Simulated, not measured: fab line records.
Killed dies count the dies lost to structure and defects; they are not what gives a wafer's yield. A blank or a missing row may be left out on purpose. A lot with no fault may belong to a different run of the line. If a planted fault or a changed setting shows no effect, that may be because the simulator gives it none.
Struck lot and sound lot, side by side    flow nandHarc    14 steps out of a route of 1302
Sound: the wafers L498.1, L498.5, L498.6. Wafers L509.1, L509.4, L509.5 were the ones struck. The cause comes at the end.
At each step with rows: each side's tool, then ch and its chambers, then its first start. Under that, the readings that differ: sound wafers    struck wafers    difference of the means    sigmas: that difference in standard deviations of wafers without a fault.
alike: same words and numbers on both sides, and readings whose means sit less than 2 such deviations apart. not compared: any withheld reading, any reading some wafer has no value for, any bound like >300 that may hide the same value, and any number with overlapping values for which the record gives no deviation.
Wherever a step has rows on one side only, a row that says differs or no value, or a row with sigmas, the two part there. Numbers that don't overlap but have no deviation are shown without sigmas and don't part them. Lack of a reading on every wafer of one side parts them only where that side has two or more wafers.

first, 6 steps without rows for these wafers: NHARC_A_DECK1_JOINT_CVD_34 (deposits SiNx, target thk 20 nm); NHARC_A_DECK1_JOINT_DEP_06 (deposits SiOx, target thk 80 nm); NHARC_A_DECK1_JOINT_CURE_26 (time 32 s); NHARC_A_DECK1_JOINT_ANNEAL_27 (time 3600 s); NHARC_A_DECK1_JOINT_ANNEAL_28 (time 1800 s); NHARC_A_DECK1_JOINT_ANNEAL_29 (time 1800 s).
NHARC_A_DECK1_JOINT_CMP_02: polishes SiOx.
  sound on cmp-01 ch 0,1,3, day 13 21:26; struck on cmp-02 ch 1,2, day 18 08:25
  alike: motorCurrentA, slurryFilterDpKPa, slurryFlowMlMin
after that, 1 step had no rows for these wafers: NHARC_A_DECK1_JOINT_SRD_15.
NHARC_A_DECK1_JOINT_DEP_16: deposits SiO2, target thk 45 nm.
  sound on pecvd-03 ch 0,2, day 13 21:48; struck on pecvd-03 ch 0,1,2, day 18 08:47
  alike: heaterPowerW, susceptorTempC, throttleValvePct
NHARC_A_DECK1_JOINT_THK_MEAS_17: measures by ellipsometry.
  sound on filmMetro-01, day 13 22:01; struck on filmMetro-02, day 18 09:04
  alike: thkNm
NHARC_A_DECK1_JOINT_INSPECT_05:
  sound on defectInspect-02, day 13 22:04; struck on defectInspect-01, day 18 09:07
  alike: rawDefectCount
NHARC_A_ONON_D2_DEP_00: target thk 1000 nm.
  sound on pecvdOnon-01 ch 0, day 13 22:07; struck on pecvdOnon-01 ch 0, day 18 09:11
  alike: susceptorTempC
NHARC_A_ONON_D2_THK_MEAS_02: measures by ellipsometry.
  sound on filmMetro-01, day 13 22:38; struck on filmMetro-01, day 18 09:41
reading     sound           struck       difference  sigmas
thkNm (nm)  1002 1004 1004  855 854 855  -149        -19
then, 1 step without rows for these wafers: NHARC_A_ONON_D2_DEP_03 (target thk 1000 nm).

== WHERE THEY PART ==
Only at NHARC_A_ONON_D2_THK_MEAS_02, as far as this record shows.

WHY: what the simulator had put in
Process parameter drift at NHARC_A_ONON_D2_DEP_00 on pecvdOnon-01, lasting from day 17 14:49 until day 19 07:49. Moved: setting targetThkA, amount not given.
